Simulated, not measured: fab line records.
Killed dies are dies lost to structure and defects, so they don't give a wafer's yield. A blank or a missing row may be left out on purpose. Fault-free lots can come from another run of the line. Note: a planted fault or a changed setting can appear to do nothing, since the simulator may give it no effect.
Comparing a struck lot with a sound one | flow n5_finfet | 38 out of 1938 route steps
Sound: wafers L447.1, L447.4. Struck: wafer L436.1 (L436.2, L436.6, from the same lot, were not struck and are left out); the cause is given at the end.
Order at every step that has rows: each side's tool, ch and its chambers, its first start. Under that, the readings that differ: sound wafers | struck wafers | difference of the means | sigmas: that difference in standard deviations of wafers without a fault.
alike: same words and numbers on both sides, and readings whose means sit less than 2 such deviations apart. not compared: any withheld reading, any reading some wafer has no value for, any bound like >300 that may hide the same value, and any number with overlapping values for which the record gives no deviation.
A row with sigmas, a row that says differs or no value, or rows on one side alone: a step with any of these is where the two part. Non-overlapping numbers with no deviation appear without sigmas and do not part them. Lack of a reading on every wafer of one side parts them only where that side has two or more wafers.

first, 9 steps without rows for these wafers: N5_BEOL_M0_ANNEAL_135 (time 60 s); N5_BEOL_M0_SPUTTER_141 (material Cu, target thk 4 nm, time 7.37 s); N5_BEOL_M0_ECD_118 (material Cu, target thk 300 nm); N5_BEOL_M0_ANNEAL_119 (time 90 s); N5_BEOL_M0_CMP_120 (polishes, stops on SiOC, t overpolish 6.9 s); N5_BEOL_M0_PRE_CLEAN_131 (time 15 s); N5_BEOL_M0_CO_CAP_123 (material Co, precursor CCTBA/H2, target thk 2 nm, time 102.1 s); N5_BEOL_M0_PRE_CLEAN_124 (time 15 s); N5_BEOL_M0_DEP_125 (deposits SiCN from 3MS/NH3, target thk 8 nm, time 14 s).
N5_BEOL_M1_ILD_DEP_00: deposits SiOC from DEMS/O2, target thk 79 nm, time 15.3 s.
  sound on pecvd-03 ch 1,2, day 11 05:56; struck on pecvd-04 ch 2, day 8 06:49
  reading                                      | sound     | struck | difference | sigmas
  heater_power_w (W)                           | 690 614   | 363    | -289       | -3
  model.SiOC_of_BEOL_M1_ILD_DEP_00.thk_nm (nm) | 80.8 79.2 | 88.8   | +8.8       |
  alike: chamber_pressure_Torr, showerhead_plenum_p_Torr, throttle_valve_pct
N5_BEOL_M1_THK_MEAS_01:
  struck on film_metro-02, day 8 06:52; sound on film_metro-01, day 11 06:01
  reading         | sound     | struck | difference | sigmas
  M1_ILD_THK (nm) | 80.7 79.1 | 88.9   | +9.0       | +7
then, 24 steps without rows for these wafers: N5_BEOL_M1_PECVD_72 (deposits SiO2 from TEOS/O2, target thk 16 nm, time 18 s); N5_BEOL_M1_HM_DEP_02 (deposits TiN, target thk 20 nm); N5_BEOL_M1_COAT_61 (time 60 s, resist thk 60 nm); N5_BEOL_M1_COAT_62 (time 60 s, resist thk 12 nm); N5_BEOL_M1_COAT_73 (time 60 s, resist thk 5 nm); N5_BEOL_M1_COAT_05 (resist thk 30 nm); N5_BEOL_M1_EBR_07; N5_BEOL_M1_SOFTBAKE_06 (time 60 s); N5_BEOL_M1_EXPOSE_08 (exposes mask M1); N5_BEOL_M1_PEB_09 (peb time 60 s); N5_BEOL_M1_DEVELOP_10 (develop time 30 s); N5_BEOL_M1_DESCUM_16 (chemistry O2, time 7 s); N5_BEOL_M1_ETCH_74 (etches underlayer in N2/H2, target depth 6.5 nm, time 5.2 s); N5_BEOL_M1_ETCH_63 (etches SiARC in CF4, target depth 15.6 nm, time 26 s); N5_BEOL_M1_ETCH_64 (etches SOC in N2/H2, target depth 75 nm, overetch 15 nm, time 112.5 s); N5_BEOL_M1_STRIP_65 (strips in N2/H2); N5_BEOL_M1_STRIP_75 (strips in N2/H2); N5_BEOL_M1_STRIP_66 (strips in CF4); N5_BEOL_M1_HM_OPEN_17 (chemistry Cl2/BCl3, target TiN, target depth 20 nm, overetch 6 nm); N5_BEOL_M1_STRIP_19 (strips in O2); N5_BEOL_M1_COAT_67 (time 60 s, resist thk 60 nm); N5_BEOL_M1_COAT_68 (time 60 s, resist thk 12 nm); N5_BEOL_M1_COAT_76 (time 60 s, resist thk 5 nm); N5_BEOL_M1_COAT_22 (resist thk 30 nm).
N5_BEOL_M1_CMP_52: polishes, stops on SiOC, t overpolish 6.8 s, target thk 40 nm.
  sound on cmp-02 ch 0,3, day 11 18:46; struck on cmp-01 ch 1, day 8 17:40
  reading                                      | sound       | struck | difference | sigmas
  slurry_filter_dp_kPa (kPa)                   | 13.36 13.44 | 13.69  | +0.29      | +2
  model.SiOC_of_BEOL_M1_ILD_DEP_00.thk_nm (nm) | 79.8 78.2   | 87.8   | +8.8       |
  model.Cu_of_BEOL_M1_ECD_50.thk_nm (nm)       | 41 41.8     | 50.8   | +9.4       |
  alike: motor_current_A
-- here the record skips 2 days between the struck wafers' starts before and after, leaving off in module BEOL_M1 and picking up in module BEOL_M4 (first step shown: number 1111 of the route) --
N5_BEOL_M4_RC_MEAS_101:
  sound on prober-02 ch 0, day 14 03:34; struck on prober-01 ch 0, day 10 17:58
  alike: DIBL_N, DIBL_P, IOFF_N, IOFF_P, ION_N, ION_P, SS_N, SS_P, VT_N, VT_P
N5_PASSIVATION_PROBE_49:
  sound wafers here have rows in the record (prober-01, day 18 21:55); struck ones have none

== WHERE THEY PART ==
At N5_BEOL_M1_ILD_DEP_00 first; at N5_PASSIVATION_PROBE_49 last (within this record only).

WHY: whatever the simulator had introduced
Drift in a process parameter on pecvd-04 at N5_BEOL_M1_ILD_DEP_00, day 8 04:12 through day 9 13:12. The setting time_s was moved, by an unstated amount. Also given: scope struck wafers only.
